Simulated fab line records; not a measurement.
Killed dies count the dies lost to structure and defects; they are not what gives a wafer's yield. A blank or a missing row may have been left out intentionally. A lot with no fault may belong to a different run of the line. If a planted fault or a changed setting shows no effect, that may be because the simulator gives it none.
Split-lot experiment / flow n5-finfet / route with 1938 steps; 7 lots, 21 wafers read

## THE SPLIT
At N5_MOL_CONTACT_COAG_COAT_76 (time 60 s, resist thk 10 nm), the setting spin-rpm was moved away from the recipe's 1500 rpm on 6 of the 21 wafers read, by -7.7% to +4.1%. The other wafers ran this setting at the recipe's value.

## FROM THE SPLIT TO THE READING: what the file shows between them, 4 steps
- N5_MOL_CONTACT_COAG_COAT_77: time 60 s, resist thk 10 nm
- N5_MOL_CONTACT_COAG_COAT_78: resist thk 40 nm
- N5_MOL_CONTACT_COAG_DESCUM_88: chemistry O2, time 7 s
- N5_MOL_CONTACT_COAG_ETCH_89: etches underlayer in N2/H2, target depth 13 nm, time 10.4 s

## THE READING
etch.depth-nm (the simulator's own value, which no gauge read), in nm, at N5_MOL_CONTACT_COAG_ETCH_90 (etches SiARC in CF4, target depth 13 nm, time 21.7 s). There is no usual value for it anywhere in the file. Across the 15 wafers here that went through the recipe, the average is 9.979 nm and the standard deviation 0.033 nm.

wafer=L084.3; tool, chamber at the split=litho-track-04, 0; spin-rpm as run, rpm=1430; against the recipe=-4.7%; etch.depth-nm, nm=10.26; against lot-mates on the recipe=+0.240
wafer=L084.4; tool, chamber at the split=litho-track-04, 0; spin-rpm as run, rpm=1430; against the recipe=-4.7%; etch.depth-nm, nm=10.3; against lot-mates on the recipe=+0.280
wafer=L084.5; tool, chamber at the split=litho-track-04, 0; spin-rpm as run, rpm=1500; against the recipe=recipe; etch.depth-nm, nm=10.02; against lot-mates on the recipe=-
wafer=L087.1; tool, chamber at the split=litho-track-03, 0; spin-rpm as run, rpm=1500; against the recipe=recipe; etch.depth-nm, nm=10.02; against lot-mates on the recipe=-
wafer=L087.5; tool, chamber at the split=litho-track-03, 0; spin-rpm as run, rpm=1500; against the recipe=recipe; etch.depth-nm, nm=10.02; against lot-mates on the recipe=-
wafer=L087.6; tool, chamber at the split=litho-track-03, 0; spin-rpm as run, rpm=1500; against the recipe=recipe; etch.depth-nm, nm=9.989; against lot-mates on the recipe=-
wafer=L088.1; tool, chamber at the split=litho-track-01, 0; spin-rpm as run, rpm=1556; against the recipe=+3.7%; etch.depth-nm, nm=9.817; against lot-mates on the recipe=-0.174
wafer=L088.4; tool, chamber at the split=litho-track-01, 0; spin-rpm as run, rpm=1500; against the recipe=recipe; etch.depth-nm, nm=10.02; against lot-mates on the recipe=-
wafer=L088.5; tool, chamber at the split=litho-track-01, 0; spin-rpm as run, rpm=1500; against the recipe=recipe; etch.depth-nm, nm=9.961; against lot-mates on the recipe=-
wafer=L090.1; tool, chamber at the split=litho-track-01, 0; spin-rpm as run, rpm=1500; against the recipe=recipe; etch.depth-nm, nm=9.98; against lot-mates on the recipe=-
wafer=L090.2; tool, chamber at the split=litho-track-01, 0; spin-rpm as run, rpm=1500; against the recipe=recipe; etch.depth-nm, nm=9.993; against lot-mates on the recipe=-
wafer=L090.5; tool, chamber at the split=litho-track-01, 0; spin-rpm as run, rpm=1385; against the recipe=-7.7%; etch.depth-nm, nm=10.36; against lot-mates on the recipe=+0.373
wafer=L093.2; tool, chamber at the split=litho-track-01, 0; spin-rpm as run, rpm=1500; against the recipe=recipe; etch.depth-nm, nm=9.922; against lot-mates on the recipe=-
wafer=L093.4; tool, chamber at the split=litho-track-01, 0; spin-rpm as run, rpm=1500; against the recipe=recipe; etch.depth-nm, nm=9.948; against lot-mates on the recipe=-
wafer=L093.5; tool, chamber at the split=litho-track-01, 0; spin-rpm as run, rpm=1500; against the recipe=recipe; etch.depth-nm, nm=9.962; against lot-mates on the recipe=-
wafer=L095.1; tool, chamber at the split=litho-track-01, 0; spin-rpm as run, rpm=1500; against the recipe=recipe; etch.depth-nm, nm=10.01; against lot-mates on the recipe=-
wafer=L095.2; tool, chamber at the split=litho-track-01, 0; spin-rpm as run, rpm=1562; against the recipe=+4.1%; etch.depth-nm, nm=9.813; against lot-mates on the recipe=-0.197
wafer=L095.5; tool, chamber at the split=litho-track-01, 0; spin-rpm as run, rpm=1562; against the recipe=+4.1%; etch.depth-nm, nm=9.802; against lot-mates on the recipe=-0.208
wafer=L096.3; tool, chamber at the split=litho-track-01, 0; spin-rpm as run, rpm=1500; against the recipe=recipe; etch.depth-nm, nm=9.944; against lot-mates on the recipe=-
wafer=L096.5; tool, chamber at the split=litho-track-01, 0; spin-rpm as run, rpm=1500; against the recipe=recipe; etch.depth-nm, nm=9.942; against lot-mates on the recipe=-
wafer=L096.6; tool, chamber at the split=litho-track-01, 0; spin-rpm as run, rpm=1500; against the recipe=recipe; etch.depth-nm, nm=9.947; against lot-mates on the recipe=-

FIT RESULTS
A straight line over all 21 wafers: etch.depth-nm changes by -0.0512 nm for each +1% of spin-rpm; r = -0.97; the points scatter about the line by 0.038 nm.
The same after taking each lot's own level away (the mean of its wafers on the recipe; 21 wafers): -0.0505 nm for each +1%; r = -0.99; scatter 0.017 nm.
Per that fit: largest spin-rpm move, reading shift of 0.39 nm.
The lots' own levels span 9.9440 to 10.0200 nm, that is 2.3 times the standard deviation above.
Hence the lot-to-lot level has little effect on the slope; both slopes agree.
Check: with one of the wafers moved furthest among these (-7.7%) left out of the fit, the line predicts +0.402 nm for it against its lot-mates. Against them it came out at +0.373 nm.

## THE WHOLE CHAIN: every reading that the file lists as answering this split, in the file's order
step=N5_MOL_CONTACT_COAG_COAT_76; what it does=time 60 s, resist thk 10 nm; reading=SiARC_of_MOL_CONTACT_COAG_COAT_76.thk-nm (the simulator's own value, which no gauge read); change (the file's fit)=-0.0541 nm for each +1% of the setting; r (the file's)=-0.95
step=N5_MOL_CONTACT_COAG_ETCH_90; what it does=etches SiARC in CF4, target depth 13 nm, time 21.7 s; reading=etch.depth-nm (the simulator's own value, which no gauge read); change (the file's fit)=-0.0499 nm for each +1% of the setting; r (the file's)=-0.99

## THE FILE'S OWN FIT
etch.depth-nm changes by -0.0499 nm for each +1% of spin-rpm, r = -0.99.
